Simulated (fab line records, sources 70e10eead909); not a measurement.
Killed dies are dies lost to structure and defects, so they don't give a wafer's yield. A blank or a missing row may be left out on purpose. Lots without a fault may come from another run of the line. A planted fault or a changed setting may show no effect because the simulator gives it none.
Chamber matching | flow nand_harc | NHARC_A_CHANNEL_FILL_D1_ALD_25 on ald_hk-02: 4 sister chambers
The step deposits SiOx, target thk 60 nm, pulse time 10 s, ald cycles 600. 4 wafers are shown with their chamber, then 9 later ones without.

WAFERS WITH THEIR CHAMBER
wafer  | chamber | heater_power_w (W)
L082.6 | 3       | 520
L090.2 | 0       | 396
L090.4 | 2       | 536
L090.5 | 1       | 607

WAFERS WITHOUT THEIR CHAMBER
wafer  | heater_power_w (W)
L094.2 | 617
L094.4 | 514
L094.6 | 615
L095.3 | 607
L095.5 | 610
L095.6 | 391
L096.2 | 609
L096.3 | 397
L096.5 | 602

WHICH CHAMBER EACH WENT THROUGH
wafer  | from the rows above | in truth
L094.2 | 1                   | 1
L094.4 | 3                   | 3
L094.6 | 1                   | 1
L095.3 | 1                   | 1
L095.5 | 1                   | 1
L095.6 | 0                   | 0
L096.2 | 1                   | 1
L096.3 | 0                   | 0
L096.5 | 1                   | 1
Placed correctly: 9 of 9. Can't be placed from these rows: 0. Placed wrongly: 0.
How it was worked out, from the rows above alone: a wafer's distance from a chamber is the root of the sum, over the readings, of the square of ((its reading less the chamber's mean) divided by the reading's scatter). The wafer belongs to the nearest chamber; if the next one is less than 2 further off, it can't be placed. A chamber's mean is the mean of its shown wafers. The scatter: with one shown wafer a chamber, the root of the mean of the squares of how far each hidden wafer lies from its nearest shown one.
